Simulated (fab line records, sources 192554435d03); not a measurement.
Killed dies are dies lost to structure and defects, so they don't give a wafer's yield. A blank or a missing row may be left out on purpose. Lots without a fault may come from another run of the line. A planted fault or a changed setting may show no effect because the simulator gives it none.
Chamber matching | flow n5_finfet | N5_HKMG_FIN_ALD_75 on ald_hk-01: 4 sister chambers
The step deposits Al2O3, target thk 1 nm, co reactant pulse time 1 s. 20 wafers are shown with their chamber, then 10 later ones without.

WAFERS WITH THEIR CHAMBER
wafer  | chamber | heater_power_w (W) | precursor_pulse_height_rel
L075.2 | 1       | 171                | 0.976
L075.4 | 3       | 158                | 0.997
L075.6 | 3       | 161                | 1.018
L076.2 | 2       | 135                | 1.026
L076.5 | 0       | 142                | 1.019
L076.6 | 1       | 175                | 0.988
L080.1 | 0       | 144                | 0.988
L080.3 | 3       | 159                | 1.009
L080.5 | 0       | 140                | 1.007
L086.1 | 2       | 134                | 0.995
L086.2 | 3       | 154                | 0.980
L086.5 | 1       | 170                | 1.001
L090.2 | 3       | 160                | 0.961
L090.5 | 1       | 172                | 0.986
L090.6 | 0       | 146                | 0.960
L091.4 | 3       | 161                | 1.005
L091.5 | 1       | 175                | 1.030
L091.6 | 0       | 142                | 1.031
L094.1 | 0       | 145                | 0.999
L094.3 | 2       | 135                | 0.971

SIGNATURES (means of the wafers above)
reading                    | chamber 0 | chamber 1 | chamber 2 | chamber 3 | scatter within a chamber
heater_power_w             | 143.17    | 172.60    | 134.67    | 158.83    | 2.26
precursor_pulse_height_rel | 1.00067   | 0.99620   | 0.99733   | 0.99500   | 0.0232
Rule: a wafer's distance from a chamber is the root of the sum, over the readings, of the square of ((its reading less the chamber's mean) divided by the reading's scatter). The wafer belongs to the nearest chamber; if the next one is less than 2 further off, it can't be placed. The scatter: the root of (the sum of the squares of (reading less its chamber's mean) over the shown wafers, divided by (wafers less chambers)).

WAFERS WITHOUT THEIR CHAMBER
wafer  | heater_power_w (W) | precursor_pulse_height_rel
L094.5 | 155                | 1.036
L095.3 | 161                | 1.002
L095.4 | 140                | 1.005
L095.5 | 142                | 0.958
L096.3 | 147                | 0.956
L096.5 | 136                | 0.988
L096.6 | 159                | 0.967
L097.1 | 136                | 1.010
L097.2 | 172                | 1.037
L097.6 | 144                | 1.039

WHICH CHAMBER EACH WENT THROUGH
wafer  | from the rows above     | in truth
L094.5 | 3                       | 3
L095.3 | 3                       | 3
L095.4 | can't be placed: 0 or 2 | 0
L095.5 | can't be placed: 0 or 2 | 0
L096.3 | 0                       | 0
L096.5 | 2                       | 2
L096.6 | 3                       | 3
L097.1 | 2                       | 2
L097.2 | 1                       | 1
L097.6 | 0                       | 0
Placed correctly: 8 of 10. Can't be placed from these rows: 2 (the true chamber is among the candidates in 2). Placed wrongly: 0.
